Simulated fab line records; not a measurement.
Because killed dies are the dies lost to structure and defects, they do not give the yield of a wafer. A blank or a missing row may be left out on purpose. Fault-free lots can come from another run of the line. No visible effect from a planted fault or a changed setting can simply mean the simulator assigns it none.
A struck lot beside a sound one -- flow n5_finfet -- 21 steps out of a route of 1938
Sound: these wafers, L126.2, L126.3, L126.5. Struck: wafer L144.2. (L144.6 of the same lot was not struck and is left out.) The cause comes at the end.
For every step that has rows: the tool of each side, followed by ch and its chambers, followed by its first start. Under that, the readings that differ: sound wafers -- struck wafers -- difference of the means -- sigmas: that difference in standard deviations of wafers without a fault.
alike: a reading whose means differ by less than 2 such deviations, as well as words and numbers matching on both sides. not compared: withheld readings; readings where some wafer has no value; bounds like >300 that might hide an equal value; numbers whose values overlap and for which the record gives no deviation.
Wherever a step has rows on one side only, a row that says differs or no value, or a row with sigmas, the two part there. Non-overlapping numbers with no deviation appear without sigmas and do not part them. A reading missing from all wafers of one side parts the sides only when that side holds two or more wafers.

first, 7 steps without rows for these wafers: N5_BEOL_M13_COAT_22 (resist thk 300 nm); N5_BEOL_M13_EBR_24; N5_BEOL_M13_SOFTBAKE_23 (time 60 s); N5_BEOL_M13_EXPOSE_25 (exposes mask M13, target cd 210 nm); N5_BEOL_M13_PEB_26 (peb time 90 s); N5_BEOL_M13_DEVELOP_27 (develop time 45 s); N5_BEOL_M13_HARDBAKE_32 (time 120 s).
N5_BEOL_M13_CD_MEAS_28: the cd target is 209.5 nm.
  sound on cd_sem-02 ch 0, day 10 11:05; struck on cd_sem-03 ch 0, day 15 04:34
  alike: cd_nm
N5_BEOL_M13_OVL_MEAS_29:
  sound on overlay-02 ch 0, day 10 11:07; struck on overlay-02 ch 0, day 15 04:36
  alike: M13_OVL
N5_BEOL_M13_INSPECT_30: inspects for defects (macro).
  struck on defect_inspect-01, day 15 04:37; sound on defect_inspect-02, day 10 11:08
  alike: raw_defect_count
N5_BEOL_M13_DESCUM_33: chemistry O2, time 7.9 s.
  sound on rie_diel-02 ch 1,3, day 10 11:10; struck on rie_diel-01 ch 3, day 15 04:40
  alike: drypump_motor_current_A, oes_product_au, rf_vpp_V, showerhead_plenum_p_Torr, temp_c, throttle_valve_pct
  not compared: rf_hours_counter_h
N5_BEOL_M13_ETCH_67: etches SiARC in CF4, target depth 143 nm, time 238.3 s.
  sound on rie_diel-02 ch 1,3, day 10 11:13; struck on rie_diel-01 ch 3, day 15 04:41
reading,sound,struck,difference,sigmas
oes_product_au (a.u.),0.59 0.60 0.59,0.79,+0.20,+2
  alike: bias_w, drypump_motor_current_A, etch_rf_on_time_s, rf_vpp_V, showerhead_plenum_p_Torr, throttle_valve_pct
  not compared: rf_hours_counter_h
N5_BEOL_M13_ETCH_68: etches SOC in N2/H2, time 355 s.
  sound on rie_diel-02 ch 1,3, day 10 11:21; struck on rie_diel-01 ch 3, day 15 04:50
reading,sound,struck,difference,sigmas
model.SiARC_of_BEOL_M13_COAT_66.thk_nm (nm),76.8 77.2 77.4,91,+14,
model.BEOL_M13.cd_nm (nm),215.8 207.4 206.4,203.4,-6.5,
  alike: bias_w, drypump_motor_current_A, oes_product_au, rf_vpp_V, showerhead_plenum_p_Torr, temp_c, throttle_valve_pct
  not compared: rf_hours_counter_h
then, 1 step without rows for these wafers: N5_BEOL_M13_STRIP_69 (strips in N2/H2).
N5_BEOL_M13_TRENCH_ETCH_34: etches SiOC in C4F8/O2/Ar, target depth 413.47 nm, time 162.6 s.
  sound on rie_diel-02 ch 1,3, day 10 11:34; struck on rie_diel-01 ch 3, day 15 05:04
reading,sound,struck,difference,sigmas
bias_w (W),697.0 698.5 697.3,702.6,+5.0,+2
  alike: drypump_motor_current_A, oes_product_au, rf_vpp_V, showerhead_plenum_p_Torr, throttle_valve_pct
  not compared: rf_hours_counter_h
then, 1 step without rows for these wafers: N5_BEOL_M13_STRIP_70 (strips in C4F8/O2/Ar).
N5_BEOL_M13_OCD_MEAS_35:
  struck on ocd-01, day 15 05:14; sound on ocd-02, day 10 11:45
  alike: trench_depth_nm
N5_BEOL_M13_STRIP_37: strips in N2/H2.
  sound on plasma_asher-02 ch 0,1, day 10 11:47; struck on plasma_asher-01 ch 0, day 15 05:16
reading,sound,struck,difference,sigmas
temp_c (C),250.39 250.27 250.24,249.76,-0.54,-3
  alike: drypump_motor_current_A, heater_power_w, oes_product_au
  not compared: rf_hours_counter_h
N5_BEOL_M13_ETCH_38: etches SiCN in CF4/N2, target depth 67.5 nm, time 71.9 s.
  sound on rie_diel-02 ch 1,2, day 10 11:52; struck on rie_diel-02 ch 0, day 15 09:13
reading,sound,struck,difference,sigmas
model.BEOL_M13.cd_nm (nm),215.6 207.4 206.2,203.8,-5.9,
  alike: bias_w, drypump_motor_current_A, oes_product_au, rf_vpp_V, showerhead_plenum_p_Torr, throttle_valve_pct
  not compared: rf_hours_counter_h
then, 1 step without rows for these wafers: N5_BEOL_M13_PRECLEAN_39 (cleans in residue remover, time 60 s).
N5_PASSIVATION_PROBE_49:
  struck on prober-01, day 16 19:13; sound on prober-02, day 11 14:10
reading,sound,struck,difference,sigmas
killed_at_contacts,4 12 12,21,+12,+2
  alike: defect_limited_yield, killed_at_M0_to_M3, killed_at_M4_up, killed_at_front_end, killed_at_other, killed_dies, killed_open, killed_short, sort_bin_5_function, sort_bin_6_memory, sort_n_pass, sort_yield_pct

## WHERE THEY PART
Last at N5_PASSIVATION_PROBE_49 as far as this record goes, first at N5_BEOL_M13_ETCH_67.

WHY: what the simulator had put in
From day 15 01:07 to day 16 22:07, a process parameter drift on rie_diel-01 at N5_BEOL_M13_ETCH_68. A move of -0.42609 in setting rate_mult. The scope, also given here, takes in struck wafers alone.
